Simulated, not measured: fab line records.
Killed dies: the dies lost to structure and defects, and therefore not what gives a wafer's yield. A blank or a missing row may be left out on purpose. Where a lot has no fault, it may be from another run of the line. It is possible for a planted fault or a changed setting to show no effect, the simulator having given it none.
Struck lot and sound lot, side by side | flow n5-finfet | 20 out of 1938 route steps
Sound: the wafers L570.3, L570.4, L570.5. Struck: wafers L571.1, L571.2, L571.4. The cause is given at the end.
At each step with rows: each side's tool, then ch and its chambers, then its first start. Under that, the readings that differ: sound wafers | struck wafers | difference of the means | sigmas: that difference in standard deviations of wafers without a fault.
alike: readings whose means differ by less than 2 such deviations, and words and numbers that are the same on both sides. not compared: withheld readings, readings that some wafer has no value for, bounds like >300 that may hide the same value, and numbers for which the record gives no deviation and whose values overlap.
The two part at a step that has a row with sigmas, a row that says differs or no value, or rows on one side only. When numbers do not overlap yet have no deviation, they are printed without sigmas and do not part them. Lack of a reading on every wafer of one side parts them only where that side has two or more wafers.

first, 8 steps without rows for these wafers: N5_BEOL_M7_COAT_59 (time 60 s, resist thk 100 nm); N5_BEOL_M7_COAT_60 (time 60 s, resist thk 35 nm); N5_BEOL_M7_COAT_05 (resist thk 90 nm); N5_BEOL_M7_EBR_07; N5_BEOL_M7_SOFTBAKE_06 (time 60 s); N5_BEOL_M7_EXPOSE_08 (exposes mask M7); N5_BEOL_M7_PEB_09 (peb time 60 s); N5_BEOL_M7_DEVELOP_10 (develop time 30 s).
N5_BEOL_M7_CD_MEAS_11: target cd 38.5 nm.
  sound on cd-sem-02 ch 0, day 12 07:28; struck on cd-sem-02 ch 0, day 11 20:43
  alike: cd-nm
N5_BEOL_M7_OVL_MEAS_12:
  sound on overlay-01 ch 0, day 12 07:30; struck on overlay-02 ch 0, day 11 20:45
  alike: M7_OVL
N5_BEOL_M7_INSPECT_13: inspects for defects (brightfield).
  struck on defect-inspect-01, day 11 20:47; sound on defect-inspect-01, day 12 07:37
  alike: raw-defect-count
N5_BEOL_M7_DESCUM_16: chemistry O2, time 7.9 s.
  sound on rie-diel-01 ch 1,3, day 12 07:38; struck on rie-diel-03 ch 0,1,2, day 11 20:49
  alike: drypump-motor-current-A, oes-product-au, rf-fwd-power-W, rf-vpp-V, showerhead-plenum-p-Torr, throttle-valve-pct
  not compared: rf-hours-counter-h
N5_BEOL_M7_ETCH_61: etches SiARC in CF4, target depth 45.5 nm, time 75.8 s.
  sound on rie-diel-01 ch 1,3, day 12 07:41; struck on rie-diel-03 ch 0,1,2, day 11 20:51
  no value came back on the struck wafers for any of 9 readings (bias-w (W), cf4-flow-sccm (sccm) and others); on the sound wafers bias-w (W) reads 35.87 35.89 35.80
  reading                                      | sound          | struck         | difference | sigmas
  model.CAR-ArF_of_BEOL_M7_COAT_05.thk-nm (nm) | 50.6 51.2 50.8 | 83.8 83.6 83.4 | +32.7      |
  not compared: rf-hours-counter-h
N5_BEOL_M7_ETCH_62: etches SOC in N2/H2, target depth 110 nm, overetch 22 nm, time 165 s.
  sound on rie-diel-01 ch 1,3, day 12 07:44; struck on rie-diel-03 ch 0,1,2, day 11 20:54
  reading               | sound          | struck         | difference | sigmas
  oes-product-au (a.u.) | 0.71 0.64 0.64 | 0.31 0.33 0.27 | -0.36      | -6
  alike: bias-w, chamber-pressure-mTorr, drypump-motor-current-A, rf-fwd-power-W, rf-vpp-V, showerhead-plenum-p-Torr, throttle-valve-pct
  not compared: rf-hours-counter-h
then, 1 step without rows for these wafers: N5_BEOL_M7_STRIP_68 (strips in N2/H2).
N5_BEOL_M7_STRIP_67: strips in CF4.
  sound on rie-diel-01 ch 1,3, day 12 07:53; struck on rie-diel-03 ch 0,1,2, day 11 21:03
  alike: drypump-motor-current-A, oes-product-au, rf-vpp-V, showerhead-plenum-p-Torr, throttle-valve-pct
  not compared: rf-hours-counter-h
N5_BEOL_M7_HM_OPEN_17: chemistry Cl2/BCl3, target TiN, target depth 20 nm, overetch 6 nm.
  sound on rie-metal-03 ch 0,1, day 12 07:57; struck on rie-metal-01 ch 0,1, day 11 21:05
  reading                | sound             | struck            | difference | sigmas
  oes-product-au (a.u.)  | 0.75 0.65 0.74    | 0.26 0.27 0.27    | -0.45      | -8
  throttle-valve-pct (%) | 22.29 22.50 22.30 | 22.85 22.80 22.79 | +0.45      | +2
  alike: drypump-motor-current-A, he-backside-leak-sccm, rf-fwd-power-W
  not compared: rf-hours-counter-h
N5_BEOL_M7_STRIP_19: strips in O2.
  sound on rie-diel-02 ch 0,1, day 12 08:03; struck on rie-diel-02 ch 0,1,2, day 11 21:24
  alike: drypump-motor-current-A, oes-product-au, rf-vpp-V, showerhead-plenum-p-Torr, throttle-valve-pct
  not compared: rf-hours-counter-h
N5_BEOL_M7_CD_MEAS_18: pitch 80 nm, target cd 40 nm.
  struck on cd-sem-02, day 11 21:28; sound on cd-sem-01, day 12 08:07
  reading    | sound          | struck | difference                    | sigmas
  cd-nm (nm) | 39.3 39.2 38.8 | - - -  | no value on the struck wafers |
then, 1 step without rows for these wafers: N5_BEOL_M7_COAT_63 (time 60 s, resist thk 60 nm).

== WHERE THEY PART ==
Earliest at N5_BEOL_M7_ETCH_61; latest, in this record, at N5_BEOL_M7_CD_MEAS_18.

WHY: what had been put in by the simulator
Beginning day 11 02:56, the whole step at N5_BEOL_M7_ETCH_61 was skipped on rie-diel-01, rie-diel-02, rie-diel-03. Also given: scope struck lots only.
